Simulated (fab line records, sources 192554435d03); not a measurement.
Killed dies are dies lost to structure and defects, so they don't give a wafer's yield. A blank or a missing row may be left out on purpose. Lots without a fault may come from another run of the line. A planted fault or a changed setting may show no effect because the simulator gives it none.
Split-lot experiment | flow n5_finfet | 7 lots, 21 wafers read, on a route of 1938 steps

THE SPLIT
At N5_BEOL_M10_PECVD_70 (deposits SiO2 from TEOS/O2, target thk 20 nm, time 22.7 s), the setting time_s was moved away from the recipe's 22.7 s on 3 of the 21 wafers read, by -6.2% to +8.9%. The other wafers ran this setting at the recipe's value.

The reading is taken at the split's own step.

THE READING
SiO2_of_BEOL_M10_PECVD_70.thk_nm (the simulator's own value, which no gauge read), in nm, at N5_BEOL_M10_PECVD_70 (deposits SiO2 from TEOS/O2, target thk 20 nm, time 22.7 s). The file gives no usual value for it. The 18 wafers here that ran the recipe average 20.0 nm, standard deviation 0.24 nm.

wafer  | tool, chamber at the split | time_s as run, s | against the recipe | SiO2_of_BEOL_M10_PECVD_70.thk_nm, nm | against lot-mates on the recipe
L080.4 | pecvd-04, 0                | 22.7             | recipe             | 20.2                                 | -
L080.5 | pecvd-04, 1,2              | 22.7             | recipe             | 20                                   | -
L080.6 | pecvd-04, 1,2              | 22.7             | recipe             | 20                                   | -
L083.1 | pecvd-02, 0,1              | 22.7             | recipe             | 20                                   | -
L083.3 | pecvd-02, 0,1              | 22.7             | recipe             | 20                                   | -
L083.4 | pecvd-02, 0                | 22.7             | recipe             | 20.2                                 | -
L082.1 | pecvd-03, 0                | 22.7             | recipe             | 20                                   | -
L082.3 | pecvd-03, 1                | 21.29            | -6.2%              | 18.8                                 | -1.3
L082.4 | pecvd-03, 1                | 22.7             | recipe             | 20.2                                 | -
L085.1 | pecvd-04, 1                | 22.7             | recipe             | 20                                   | -
L085.2 | pecvd-04, 2                | 24.73            | +8.9%              | 21.6                                 | +1.6
L085.3 | pecvd-04, 0                | 24.73            | +8.9%              | 21.4                                 | +1.4
L087.3 | pecvd-03, 2                | 22.7             | recipe             | 19.6                                 | -
L087.4 | pecvd-03, 1                | 22.7             | recipe             | 19.8                                 | -
L087.6 | pecvd-03, 2                | 22.7             | recipe             | 20.2                                 | -
L092.1 | pecvd-04, 1                | 22.7             | recipe             | 19.6                                 | -
L092.4 | pecvd-04, 2,1              | 22.7             | recipe             | 20                                   | -
L092.5 | pecvd-04, 2,1              | 22.7             | recipe             | 20                                   | -
L093.1 | pecvd-04, 2                | 22.7             | recipe             | 20                                   | -
L093.4 | pecvd-04, 1                | 22.7             | recipe             | 20.4                                 | -
L093.6 | pecvd-04, 1                | 22.7             | recipe             | 20.6                                 | -
Where a row lists several chambers, the file gives one row for several wafers and doesn't say which wafer went through which chamber.

THE FIT
A straight line over all 21 wafers: SiO2_of_BEOL_M10_PECVD_70.thk_nm changes by +0.171 nm for each +1% of time_s; r = +0.92; the points scatter about the line by 0.24 nm.
The same after taking each lot's own level away (the mean of its wafers on the recipe; 21 wafers): +0.177 nm for each +1%; r = +0.95; scatter 0.18 nm.
On that fit, the largest move of time_s shifts the reading by 1.6 nm.
The lots' own levels span 19.87 to 20.33 nm, that is 2.0 times the standard deviation above.
So the lot-to-lot level changes the slope little: the two slopes agree.
Check: with one of the wafers moved furthest among these (+8.9%) left out of the fit, the line predicts +1.54 nm for it against its lot-mates. It came out at +1.6 nm against them.

OTHER SPLITS ON THESE WAFERS
These wafers also went through other splits before the reading. Each is held against what the fit with the lots' levels taken away leaves over:
other split on the same wafers | wafers away from the commonest value | r with SiO2_of_BEOL_M10_PECVD_70.thk_nm (lot level and that fit taken away)
N5_BEOL_M6_EXPOSE_08 dose_mj   | 3                                    | +0.09
N5_BEOL_M8_ETCH_66 source_w    | 4                                    | +0.01
N5_BEOL_M9_PECVD_70 time_s     | 4                                    | +0.38
N5_BEOL_M9_COAT_60 spin_rpm    | 9                                    | +0.02

THE FILE'S OWN FIT
SiO2_of_BEOL_M10_PECVD_70.thk_nm changes by +0.181 nm for each +1% of time_s, r = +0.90.
